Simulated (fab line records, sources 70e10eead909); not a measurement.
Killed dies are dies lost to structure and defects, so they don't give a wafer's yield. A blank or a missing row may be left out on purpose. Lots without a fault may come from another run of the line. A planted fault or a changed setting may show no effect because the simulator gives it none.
Which tool did it? | flow nand_harc | 24 lots, 72 wafers sampled, at 6 steps of a route of 1302

WHAT THE GAUGES READ, wafer by wafer
NHARC_P_START_INSPECT_01. Usual: raw_defect_count 3.5, standard deviation 2.1.
lot  | measured     | on                | raw_defect_count | flag
L074 | day 1 20:02  | defect_inspect-01 | 1 1 3            |
L075 | day 2 06:02  | defect_inspect-02 | 1 2 3            |
L076 | day 2 16:02  | defect_inspect-01 | 2 9 4            |
L077 | day 3 02:02  | defect_inspect-02 | 7 4 3            |
L078 | day 3 12:02  | defect_inspect-02 | 4 16 5           |
L079 | day 3 22:02  | defect_inspect-02 | 2 2 3            |
L080 | day 4 08:02  | defect_inspect-02 | 1 4 5            |
L081 | day 4 18:02  | defect_inspect-01 | 3 1 3            |
L082 | day 5 04:02  | defect_inspect-01 | 4 2 2            |
L083 | day 5 14:02  | defect_inspect-01 | 4 2 4            |
L084 | day 6 00:02  | defect_inspect-01 | 2 3 5            |
L085 | day 6 10:02  | defect_inspect-01 | 4 3 2            |
L086 | day 6 20:03  | defect_inspect-02 | 8 5 2            |
L087 | day 7 06:02  | defect_inspect-01 | 1 5 6            |
L088 | day 7 16:02  | defect_inspect-02 | 3 3 3            |
L089 | day 8 02:02  | defect_inspect-01 | 5 3 2            |
L090 | day 8 12:02  | defect_inspect-02 | 6 4 3            |
L091 | day 8 22:02  | defect_inspect-01 | 3 3 0            |
L092 | day 9 08:02  | defect_inspect-02 | 0 3 2            |
L093 | day 9 18:02  | defect_inspect-01 | 6 7 1            |
L094 | day 10 04:02 | defect_inspect-01 | 2 5 2            |
L095 | day 10 14:02 | defect_inspect-01 | 3 4 2            |
L096 | day 11 00:02 | defect_inspect-01 | 6 1 5            |
L097 | day 11 10:02 | defect_inspect-02 | 4 3 2            |

NHARC_P_M0_CD_MEAS_16. Usual: cd_nm 89.8 nm, standard deviation 0.74.
lot  | measured     | on        | cd_nm (nm)     | flag
L074 | day 6 05:59  | cd_sem-02 | 90.0 89.4 89.4 |
L075 | day 6 15:41  | cd_sem-03 | 88.2 89.3 88.5 |
L076 | day 7 05:46  | cd_sem-01 | 90.0 90.2 89.4 |
L077 | day 7 10:17  | cd_sem-01 | 90.9 89.8 91.3 |
L078 | day 8 14:59  | cd_sem-02 | 89.6 88.9 88.9 |
L079 | day 8 05:44  | cd_sem-02 | 89.6 90.3 88.4 |
L080 | day 8 23:23  | cd_sem-02 | 90.3 90.3 90.0 |
L081 | day 9 13:23  | cd_sem-02 | 89.2 89.5 89.2 |
L082 | day 9 16:06  | cd_sem-02 | 92.1 90.7 90.7 |
L083 | day 10 04:28 | cd_sem-02 | 90.1 89.1 90.4 |
L084 | day 10 12:31 | cd_sem-02 | 90.2 89.9 91.6 |
L085 | day 10 19:40 | cd_sem-02 | 89.7 90.0 90.3 |
L086 | day 11 06:40 | cd_sem-02 | 90.4 90.6 90.2 |
L087 | day 11 09:07 | cd_sem-01 | 89.9 89.3 90.1 |
L088 | day 12 00:23 | cd_sem-03 | 89.4 90.8 89.7 |
L089 | day 12 06:10 | cd_sem-02 | 89.6 88.7 88.8 |
L090 | day 12 12:02 | cd_sem-01 | 90.0 90.6 91.2 |
L091 | day 13 00:16 | cd_sem-03 | 89.3 89.4 88.7 |
L092 | day 13 16:52 | cd_sem-01 | 89.0 89.5 90.3 |
L093 | day 13 20:49 | cd_sem-03 | 90.9 89.7 90.2 |
L094 | day 14 06:32 | cd_sem-01 | 89.5 90.0 91.1 |
L095 | day 15 06:27 | cd_sem-01 | 89.2 90.3 89.4 |
L096 | day 15 11:29 | cd_sem-01 | 90.3 89.6 90.3 |
L097 | day 15 18:02 | cd_sem-02 | 89.0 88.9 89.3 |

WHICH TOOL RAN EACH LOT (tool, then ch and the chambers of the sampled wafers, then the start)
lot  | NHARC_P_GATE_STRIP_101             | NHARC_P_CONTACT_DEP_30          | NHARC_P_CONTACT_CMP_01        | NHARC_P_CONTACT_ETCH_36
L074 | rie_diel-05 ch 0,1,3, day 5 16:23  | pecvd-03 ch 0,2, day 5 23:47    | cmp-02 ch 0,1,2, day 6 00:31  | rie_diel-06 ch 0,1,2, day 6 05:59 or earlier
L075 | rie_diel-05 ch 1,2,3, day 6 02:17  | pecvd-04 ch 0,2, day 6 09:35    | cmp-01 ch 0,2, day 6 10:18    | rie_diel-11 ch 1,2,3, day 6 15:41 or earlier
L076 | rie_diel-05 ch 0,1, day 6 15:50    | pecvd-03 ch 0,1,2, day 6 23:18  | cmp-03 ch 0,2, day 7 00:00    | rie_diel-06 ch 0,3, day 7 05:46 or earlier
L077 | rie_diel-05 ch 1,2,3, day 6 20:47  | pecvd-04 ch 0,1,2, day 7 04:12  | cmp-02 ch 0,2,3, day 7 04:58  | rie_diel-11 ch 0,1, day 7 10:17 or earlier
L078 | rie_diel-02 ch 0,1,3, day 7 15:38  | pecvd-04 ch 0,1,2, day 8 09:03  | cmp-02 ch 0,1,2, day 8 09:43  | rie_diel-11 ch 1,2, day 8 14:59 or earlier
L079 | rie_diel-03 ch 1,2,3, day 7 15:14  | pecvd-03 ch 0,1,2, day 7 23:02  | cmp-02 ch 1,2,3, day 7 23:48  | rie_diel-06 ch 1,2, day 8 05:44 or earlier
L080 | rie_diel-03 ch 0,2,3, day 8 09:43  | pecvd-04 ch 0,1, day 8 17:22    | cmp-03 ch 0,1,3, day 8 18:02  | rie_diel-10 ch 0,2,3, day 8 23:23 or earlier
L081 | rie_diel-02 ch 1,2,3, day 8 23:52  | pecvd-04 ch 0,1, day 9 07:19    | cmp-01 ch 1,2,3, day 9 08:01  | rie_diel-11 ch 0,1,2, day 9 13:23 or earlier
L082 | rie_diel-03 ch 0,1,3, day 9 02:23  | pecvd-04 ch 0,1, day 9 09:55    | cmp-03 ch 0,3, day 9 10:37    | rie_diel-11 ch 0,1,3, day 9 16:06 or earlier
L083 | rie_diel-02 ch 1,2,3, day 9 14:27  | pecvd-03 ch 1,2, day 9 21:54    | cmp-01 ch 0,1,3, day 9 22:37  | rie_diel-10 ch 0,2,3, day 10 04:28 or earlier
L084 | rie_diel-03 ch 1,2,3, day 9 22:55  | pecvd-03 ch 0,1,2, day 10 06:20 | cmp-02 ch 0,1,3, day 10 07:04 | rie_diel-06 ch 1,2,3, day 10 12:31 or earlier
L085 | rie_diel-03 ch 1,2, day 10 05:40   | pecvd-04 ch 0,2, day 10 12:59   | cmp-03 ch 0,3, day 10 13:41   | rie_diel-06 ch 0,3, day 10 19:40 or earlier
L086 | rie_diel-03 ch 0,1,3, day 10 16:56 | pecvd-03 ch 0,1, day 11 00:31   | cmp-03 ch 0,3, day 11 01:10   | rie_diel-10 ch 0,1,2, day 11 06:40 or earlier
L087 | rie_diel-03 ch 0,1,3, day 10 19:12 | pecvd-03 ch 1,2, day 11 02:42   | cmp-03 ch 0,1,2, day 11 03:26 | rie_diel-06 ch 2,3, day 11 09:07 or earlier
L088 | rie_diel-03 ch 1,2,3, day 11 09:53 | pecvd-03 ch 0,2, day 11 17:50   | cmp-01 ch 1,2,3, day 11 18:31 | rie_diel-10 ch 1,2, day 12 00:23 or earlier
L089 | rie_diel-02 ch 1,2,3, day 11 16:10 | pecvd-01 ch 0,1,2, day 11 23:53 | cmp-03 ch 0,1,2, day 12 00:36 | rie_diel-10 ch 1,2,3, day 12 06:10 or earlier
L090 | rie_diel-05 ch 2,3, day 11 22:28   | pecvd-04 ch 0,1, day 12 05:55   | cmp-02 ch 0,1,3, day 12 06:41 | rie_diel-11 ch 1,2, day 12 12:02 or earlier
L091 | rie_diel-03 ch 0,3, day 12 10:16   | pecvd-03 ch 0,1,2, day 12 18:11 | cmp-02 ch 1,2, day 12 18:53   | rie_diel-11 ch 0,1,2, day 13 00:16 or earlier
L092 | rie_diel-02 ch 0,2,3, day 13 03:20 | pecvd-03 ch 1,2, day 13 10:44   | cmp-02 ch 0,2,3, day 13 11:28 | rie_diel-06 ch 0,2,3, day 13 16:52 or earlier
L093 | rie_diel-05 ch 0,2, day 13 06:58   | pecvd-03 ch 0,1,2, day 13 14:37 | cmp-01 ch 0,1, day 13 15:19   | rie_diel-10 ch 2,3, day 13 20:49 or earlier
L094 | rie_diel-03 ch 0,3, day 13 16:25   | pecvd-03 ch 1,2, day 13 23:55   | cmp-03 ch 0,3, day 14 00:37   | rie_diel-10 ch 0,1, day 14 06:32 or earlier
L095 | rie_diel-05 ch 0,1,2, day 14 16:44 | pecvd-01 ch 0,1,2, day 15 00:16 | cmp-02 ch 0,1,3, day 15 00:58 | rie_diel-10 ch 0,2,3, day 15 06:27 or earlier
L096 | rie_diel-03 ch 1,2,3, day 14 21:26 | pecvd-04 ch 0,2, day 15 05:24   | cmp-03 ch 0,1,3, day 15 06:07 | rie_diel-06 ch 0,1,3, day 15 11:29 or earlier
L097 | rie_diel-03 ch 0,2,3, day 15 04:47 | pecvd-03 ch 0,2, day 15 12:00   | cmp-01 ch 1,2,3, day 15 12:44 | rie_diel-06 ch 0,2, day 15 18:02 or earlier
- NHARC_P_GATE_STRIP_101: strips in O2, time 20 s.
- NHARC_P_CONTACT_DEP_30: deposits SiNx, target thk 30 nm.
- NHARC_P_CONTACT_CMP_01: polishes SiO2, target thk 200 nm.
- NHARC_P_CONTACT_ETCH_36: etches the open film in N2/H2, target depth 260 nm, time 406.25 s.

WHAT THE TOOLS THEMSELVES READ (means of the sampled wafers that have a number; where no wafer has one, the mark that the record gives instead)
NHARC_P_GATE_STRIP_101. Usual: drypump_motor_current_A 6.0 A, standard deviation 0.61; mfc_ar_sccm 0.013 sccm, standard deviation 0.016; oes_product_au 0.999 a.u., standard deviation 0.01; rf_vpp_V 57.8 V, standard deviation 0.8; showerhead_plenum_p_Torr 3.53 Torr, standard deviation 0.092; throttle_valve_pct 17.036 %, standard deviation 0.0084.
lot  | tool        | drypump_motor_current_A (A) | mfc_ar_sccm (sccm) | oes_product_au (a.u.) | rf_vpp_V (V) | showerhead_plenum_p_Torr (Torr) | throttle_valve_pct (%) | flag
L074 | rie_diel-05 | 5.5                         | 0.009              | 1.008                 | 58.1         | 3.55                            | 17.048                 |
L075 | rie_diel-05 | 5.9                         | 0.009              | 1.018                 | 58.1         | 3.55                            | 17.037                 |
L076 | rie_diel-05 | 5.0                         | 0.001              | 0.997                 | 57.1         | 3.65                            | 17.035                 |
L077 | rie_diel-05 | 5.9                         | 0.009              | 1.015                 | 58.7         | 3.55                            | 17.031                 |
L078 | rie_diel-02 | 5.7                         | 0.012              | 1.006                 | 57.7         | 3.60                            | 17.038                 |
L079 | rie_diel-03 | 5.9                         | 0.013              | 0.996                 | 58.3         | 3.46                            | 17.039                 |
L080 | rie_diel-03 | 6.1                         | 0.018              | 1.000                 | 57.9         | 3.53                            | 17.040                 |
L081 | rie_diel-02 | 6.1                         | 0.026              | 0.998                 | 57.6         | 3.57                            | 17.034                 |
L082 | rie_diel-03 | 6.5                         | 0.005              | 1.004                 | 57.4         | 3.48                            | 17.034                 |
L083 | rie_diel-02 | 6.1                         | 0.026              | 0.999                 | 58.1         | 3.57                            | 17.042                 |
L084 | rie_diel-03 | 5.9                         | 0.013              | 0.992                 | 57.3         | 3.45                            | 17.032                 |
L085 | rie_diel-03 | 5.9                         | 0.013              | 0.987                 | 57.5         | 3.42                            | 17.040                 |
L086 | rie_diel-03 | 6.4                         | 0.005              | 0.993                 | 58.0         | 3.48                            | 17.032                 |
L087 | rie_diel-03 | 6.4                         | 0.005              | 0.997                 | 58.0         | 3.48                            | 17.021                 |
L088 | rie_diel-03 | 5.9                         | 0.013              | 0.996                 | 57.2         | 3.45                            | 17.030                 |
L089 | rie_diel-02 | 6.1                         | 0.026              | 0.986                 | 58.3         | 3.57                            | 17.039                 |
L090 | rie_diel-05 | 6.3                         | 0.017              | 1.009                 | 57.6         | 3.48                            | 17.038                 |
L091 | rie_diel-03 | 6.6                         | 0.005              | 0.995                 | 57.4         | 3.51                            | 17.033                 |
L092 | rie_diel-02 | 5.9                         | 0.015              | 0.993                 | 57.7         | 3.57                            | 17.043                 |
L093 | rie_diel-05 | 5.5                         | 0.001              | 0.998                 | 57.4         | 3.67                            | 17.040                 |
L094 | rie_diel-03 | 6.7                         | 0.011              | 0.998                 | 57.6         | 3.54                            | 17.033                 |
L095 | rie_diel-05 | 5.5                         | 0.000              | 0.992                 | 57.3         | 3.64                            | 17.036                 |
L096 | rie_diel-03 | 5.9                         | 0.013              | 0.997                 | 56.6         | 3.45                            | 17.037                 |
L097 | rie_diel-03 | 6.1                         | 0.018              | 0.999                 | 58.1         | 3.52                            | 17.040                 |

NHARC_P_CONTACT_DEP_30. Usual: heater_power_w 700 W, standard deviation 79.
lot  | tool     | heater_power_w (W) | flag
L074 | pecvd-03 | 639                |
L075 | pecvd-04 | 781                |
L076 | pecvd-03 | 746                |
L077 | pecvd-04 | 719                |
L078 | pecvd-04 | 735                |
L079 | pecvd-03 | 738                |
L080 | pecvd-04 | 708                |
L081 | pecvd-04 | 616                |
L082 | pecvd-04 | 674                |
L083 | pecvd-03 | 656                |
L084 | pecvd-03 | 686                |
L085 | pecvd-04 | 729                |
L086 | pecvd-03 | 697                |
L087 | pecvd-03 | 647                |
L088 | pecvd-03 | 644                |
L089 | pecvd-01 | 775                |
L090 | pecvd-04 | 665                |
L091 | pecvd-03 | 694                |
L092 | pecvd-03 | 673                |
L093 | pecvd-03 | 703                |
L094 | pecvd-03 | 629                |
L095 | pecvd-01 | 702                |
L096 | pecvd-04 | 718                |
L097 | pecvd-03 | 733                |

NHARC_P_CONTACT_CMP_01. Usual: motor_current_A 12.3 A, standard deviation 1.3.
lot  | tool   | motor_current_A (A) | flag
L074 | cmp-02 | 11.2                |
L075 | cmp-01 | 11.9                |
L076 | cmp-03 | 14.4                |
L077 | cmp-02 | 11.7                |
L078 | cmp-02 | 11.5                |
L079 | cmp-02 | 12.3                |
L080 | cmp-03 | 12.7                |
L081 | cmp-01 | 11.7                |
L082 | cmp-03 | 13.8                |
L083 | cmp-01 | 12.6                |
L084 | cmp-02 | 12.3                |
L085 | cmp-03 | 13.3                |
L086 | cmp-03 | 14.0                |
L087 | cmp-03 | 13.3                |
L088 | cmp-01 | 11.9                |
L089 | cmp-03 | 12.9                |
L090 | cmp-02 | 12.2                |
L091 | cmp-02 | 11.1                |
L092 | cmp-02 | 11.6                |
L093 | cmp-01 | 13.5                |
L094 | cmp-03 | 14.1                |
L095 | cmp-02 | 12.7                |
L096 | cmp-03 | 13.0                |
L097 | cmp-01 | 11.6                |

NHARC_P_CONTACT_ETCH_36. Usual: drypump_motor_current_A 5.4 A, standard deviation 0.39; mfc_ar_sccm 0.010 sccm, standard deviation 0.013; n2_flow_sccm 150.0 sccm, standard deviation 0.39; oes_product_au 1.001 a.u., standard deviation 0.0091; rf_vpp_V 430 V, standard deviation 3.1; showerhead_plenum_p_Torr 2.03 Torr, standard deviation 0.1; throttle_valve_pct 14.172 %, standard deviation 0.0097.
lot  | tool        | drypump_motor_current_A (A) | mfc_ar_sccm (sccm) | n2_flow_sccm (sccm) | oes_product_au (a.u.) | rf_vpp_V (V) | showerhead_plenum_p_Torr (Torr) | throttle_valve_pct (%) | flag
L074 | rie_diel-06 | 5.7                         | 0.012              | 149.7               | 1.010                 | 432          | 2.10                            | 14.167                 |
L075 | rie_diel-11 | 5.4                         | 0.000              | 150.1               | 1.012                 | 429          | 2.02                            | 14.173                 |
L076 | rie_diel-06 | 5.1                         | 0.013              | 150.4               | 0.997                 | 429          | 1.97                            | 14.178                 |
L077 | rie_diel-11 | 5.1                         | 0.017              | 150.1               | 0.997                 | 427          | 1.94                            | 14.170                 |
L078 | rie_diel-11 | 5.1                         | 0.000              | 149.7               | 0.992                 | 428          | 1.97                            | 14.169                 |
L079 | rie_diel-06 | 5.5                         | 0.004              | 149.7               | 1.002                 | 434          | 2.16                            | 14.170                 |
L080 | rie_diel-10 | 5.6                         | 0.020              | 150.2               | 0.992                 | 431          | 2.08                            | 14.170                 |
L081 | rie_diel-11 | 5.1                         | 0.008              | 150.2               | 0.996                 | 427          | 1.95                            | 14.173                 |
L082 | rie_diel-11 | 5.4                         | 0.009              | 150.0               | 1.003                 | 429          | 2.00                            | 14.168                 |
L083 | rie_diel-10 | 5.5                         | 0.020              | 150.3               | 0.999                 | 432          | 2.08                            | 14.168                 |
L084 | rie_diel-06 | 5.3                         | 0.006              | 149.5               | 0.993                 | 433          | 2.10                            | 14.178                 |
L085 | rie_diel-06 | 5.5                         | 0.019              | 149.9               | 1.002                 | 428          | 1.97                            | 14.185                 |
L086 | rie_diel-10 | 5.8                         | 0.006              | 149.9               | 0.989                 | 428          | 1.99                            | 14.170                 |
L087 | rie_diel-06 | 5.1                         | 0.009              | 149.6               | 0.992                 | 430          | 2.05                            | 14.158                 |
L088 | rie_diel-10 | 5.8                         | 0.000              | 149.7               | 1.004                 | 427          | 1.96                            | 14.171                 |
L089 | rie_diel-10 | 5.5                         | 0.014              | 150.0               | 1.011                 | 430          | 2.03                            | 14.165                 |
L090 | rie_diel-11 | 5.1                         | 0.000              | 149.7               | 1.007                 | 429          | 1.98                            | 14.169                 |
L091 | rie_diel-11 | 5.1                         | 0.008              | 150.1               | 1.010                 | 428          | 1.95                            | 14.174                 |
L092 | rie_diel-06 | 5.5                         | 0.014              | 150.1               | 0.998                 | 431          | 2.05                            | 14.174                 |
L093 | rie_diel-10 | 5.6                         | 0.014              | 150.2               | 1.005                 | 430          | 2.05                            | 14.165                 |
L094 | rie_diel-10 | 5.7                         | 0.006              | 149.9               | 0.999                 | 428          | 1.96                            | 14.174                 |
L095 | rie_diel-10 | 5.5                         | 0.020              | 149.8               | 1.001                 | 431          | 2.08                            | 14.165                 |
L096 | rie_diel-06 | 5.3                         | 0.011              | 150.0               | 1.004                 | 430          | 2.02                            | 14.165                 |
L097 | rie_diel-06 | 5.8                         | 0.015              | 149.8               | 1.010                 | 432          | 2.13                            | 14.176                 |

THE ANSWER, worked out from the rows above alone
Rule: a lot is off if the mean of its wafers that have a number lies more than 3 standard deviations from the usual mean. A lot without any number at a reading at which 4 lots or more have one is off too. The other lots that the step has rows for count as sound. The gauges are gone through in route order, then the tools' own readings, and for those a lot's mean is taken as printed above. The first step at which some lot is off is used, and at that step the reading that is off furthest; a lot without a number counts as furthest.
No lot is off at any reading shown: from this, nothing can be told.

WHAT THE SIMULATOR HAD PUT IN
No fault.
